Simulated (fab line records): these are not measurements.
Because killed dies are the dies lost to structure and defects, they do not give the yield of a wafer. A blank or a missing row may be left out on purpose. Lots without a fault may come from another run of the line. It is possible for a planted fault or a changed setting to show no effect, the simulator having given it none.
Struck lot and sound lot, side by side :: flow n5Finfet :: 33 out of 1938 route steps
Sound: these wafers, L722.1, L722.2, L722.3. Struck: wafer L731.5; the same lot's L731.2 was not struck, so it is left out; see the end for the cause.
At each step with rows: each side's tool, then ch and its chambers, then its first start. Under that, the readings that differ: sound wafers :: struck wafers :: difference of the means :: sigmas: that difference in standard deviations of wafers without a fault.
alike: a reading whose means differ by less than 2 such deviations, as well as words and numbers matching on both sides. not compared: withheld readings; readings where some wafer has no value; bounds like >300 that might hide an equal value; numbers whose values overlap and for which the record gives no deviation.
The two part at a step that has a row with sigmas, a row that says differs or no value, or rows on one side only. Numbers that don't overlap but have no deviation are shown without sigmas and don't part them. Lack of a reading on every wafer of one side parts them only where that side has two or more wafers.

first, 7 steps without rows for these wafers: N5_BEOL_M15_COAT_22 (resist thk 800 nm); N5_BEOL_M15_EBR_24; N5_BEOL_M15_SOFTBAKE_23 (time 60 s); N5_BEOL_M15_EXPOSE_25 (exposes mask M15, target cd 400 nm); N5_BEOL_M15_PEB_26 (peb time 90 s); N5_BEOL_M15_DEVELOP_27 (develop time 45 s); N5_BEOL_M15_HARDBAKE_32 (time 120 s).
N5_BEOL_M15_CD_MEAS_28: target cd 407.6 nm.
  sound on cdSem-03 ch 0, day 11 16:41; struck on cdSem-01 ch 0, day 14 16:33
  alike: cdNm
N5_BEOL_M15_OVL_MEAS_29:
  sound on overlay-01 ch 0, day 11 16:43; struck on overlay-01 ch 0, day 14 16:35
  alike: M15_OVL
N5_BEOL_M15_INSPECT_30: inspects for defects (macro).
  struck on defectInspect-01, day 14 16:36; sound on defectInspect-02, day 11 16:44
  alike: rawDefectCount
then, 1 step without rows for these wafers: N5_BEOL_M15_DESCUM_33 (chemistry O2, time 7.9 s).
N5_BEOL_M15_ETCH_61: etches BARC in N2/H2, target depth 89 nm, overetch 26.7 nm, time 67.9 s.
  sound on rieDiel-05 ch 1,2,3, day 11 16:49; struck on rieDiel-01 ch 0, day 14 16:59
  alike: drypumpMotorCurrentA, h2FlowSccm, oesProductAu, rfVppV, showerheadPlenumPTorr, throttleValvePct
  not compared: rfHoursCounterH
N5_BEOL_M15_TRENCH_ETCH_34: etches SiO2 in C4F8/O2/Ar, target depth 872.93 nm, time 199 s.
  sound on rieDiel-05 ch 1,2,3, day 11 16:52; struck on rieDiel-01 ch 0, day 14 17:02
reading: oesProductAu (a.u.)
sound: 0.66 0.70 0.73
struck: 0.98
difference: +0.28
sigmas: +3

reading: model.etch.depthNm (nm)
sound: 838.1 855.9 859
struck: 1243
difference: +392
sigmas: 

reading: model.coat_of_BEOL_M15_COAT_22.thkNm (nm)
sound: 555.2 548.6 546
struck: 472.8
difference: -77.1
sigmas: 

reading: model.BEOL_M15.cdNm (nm)
sound: 398.4 398.4 399
struck: 402
difference: +3
sigmas: 
  alike: O2_flow_sccm, drypumpMotorCurrentA, oes_f_703_au, rfVppV, showerheadPlenumPTorr, throttleValvePct
  not compared: rfHoursCounterH
then, 1 step without rows for these wafers: N5_BEOL_M15_STRIP_36 (strips in O2).
N5_BEOL_M15_STRIP_62: strips in O2.
  sound on rieDiel-01 ch 0,1,3; struck on rieDiel-01 ch 1
  alike: drypumpMotorCurrentA, oesProductAu, rfVppV, showerheadPlenumPTorr, throttleValvePct
  not compared: rfHoursCounterH
N5_BEOL_M15_STRIP_37: strips in O2.
  sound on rieDiel-01 ch 0,1,3; struck on rieDiel-01 ch 1
  alike: drypumpMotorCurrentA, oesProductAu, rfVppV, showerheadPlenumPTorr, throttleValvePct
  not compared: rfHoursCounterH
then, 6 steps without rows for these wafers: N5_BEOL_M15_ETCH_38 (etches SiCN in CF4/N2, target depth 106.4 nm, time 120.5 s); N5_BEOL_M15_PRECLEAN_39 (cleans in residue remover, time 60 s); N5_BEOL_M15_SRD_40 (time 30 s, dry time 30 s); N5_BEOL_M15_DEGAS_41 (time 60 s); N5_BEOL_M15_PRE_CLEAN_42 (time 30 s); N5_BEOL_M15_SPUTTER_43 (material TaN, target thk 15 nm, time 24.19 s).
N5_BEOL_M15_SPUTTER_44: material Ta, target thk 15 nm, time 24.19 s.
  struck on pvdSputter-02, day 14 20:32; sound on pvdSputter-01, day 11 21:43
  alike: cathodeDcPowerW, throttleValvePct
then, 2 steps without rows for these wafers: N5_BEOL_M15_SPUTTER_45 (material Cu, target thk 100 nm, time 16.67 s); N5_BEOL_M15_ECD_47 (material Cu, target thk 1860 nm).
N5_BEOL_M15_ANNEAL_48: time 90 s.
  sound on rtpAnneal-02 ch 0, day 11 22:10; struck on rtpAnneal-01 ch 0, day 14 21:23
  alike: wafer_temp_C_max
N5_BEOL_M15_CMP_49: polishes, stops on SiO2, t overpolish 4.9 s, target thk 850 nm.
  sound on cmp-03 ch 0,1,2, day 11 22:28; struck on cmp-03 ch 2, day 14 21:43
reading: model.Cu_of_BEOL_M15_ECD_47.thkNm (nm)
sound: 814.6 833 834.6
struck: 1221
difference: +394
sigmas: 
  alike: clearingPlatenRpm, headPressurePsi, motorCurrentA
N5_BEOL_M15_THK_MEAS_50: measures by xrf.
  struck on filmMetro-02, day 14 21:56; sound on filmMetro-02, day 11 22:46
reading: M15_THK (nm)
sound: 840 856 863
struck: 1258
difference: +405
sigmas: +18
then, 2 steps without rows for these wafers: N5_BEOL_M15_PRE_CLEAN_52 (time 15 s); N5_BEOL_M15_DEP_53 (deposits SiCN from 3MS/NH3, target thk 50 nm, time 17.8 s).
N5_BEOL_M15_RS_MEAS_54: uses a four-point probe to measure.
  struck on filmMetro-01, day 14 22:04; sound on filmMetro-02, day 11 22:53
reading: M15_RS (ohm/sq)
sound: 0.0226 0.0220 0.0220
struck: 0.0150
difference: -0.0072
sigmas: -13
N5_BEOL_M15_INSPECT_55: inspects for defects (darkfield).
  struck on defectInspect-01, day 14 22:05; sound on defectInspect-01, day 11 22:55
  alike: rawDefectCount
N5_PASSIVATION_PROBE_49:
  struck on prober-01, day 15 15:05; sound on prober-02, day 12 13:05
  alike: defectLimitedYield, killed_at_M0_to_M3, killed_at_M4_up, killedAtContacts, killedAtFrontEnd, killedAtOther, killedDies, killedOpen, killedShort, sort_bin_5_function, sort_bin_6_memory, sort_bin_8_speed, sortNPass, sortYieldPct

## WHERE THEY PART
Last at N5_BEOL_M15_RS_MEAS_54 as far as this record goes, first at N5_BEOL_M15_TRENCH_ETCH_34. Later steps at which nothing parts them and some readings are alike: N5_BEOL_M15_INSPECT_55, N5_PASSIVATION_PROBE_49.

WHY: what the simulator had put in
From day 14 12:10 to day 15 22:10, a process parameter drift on rieDiel-01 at N5_BEOL_M15_TRENCH_ETCH_34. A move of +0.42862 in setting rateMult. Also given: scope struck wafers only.
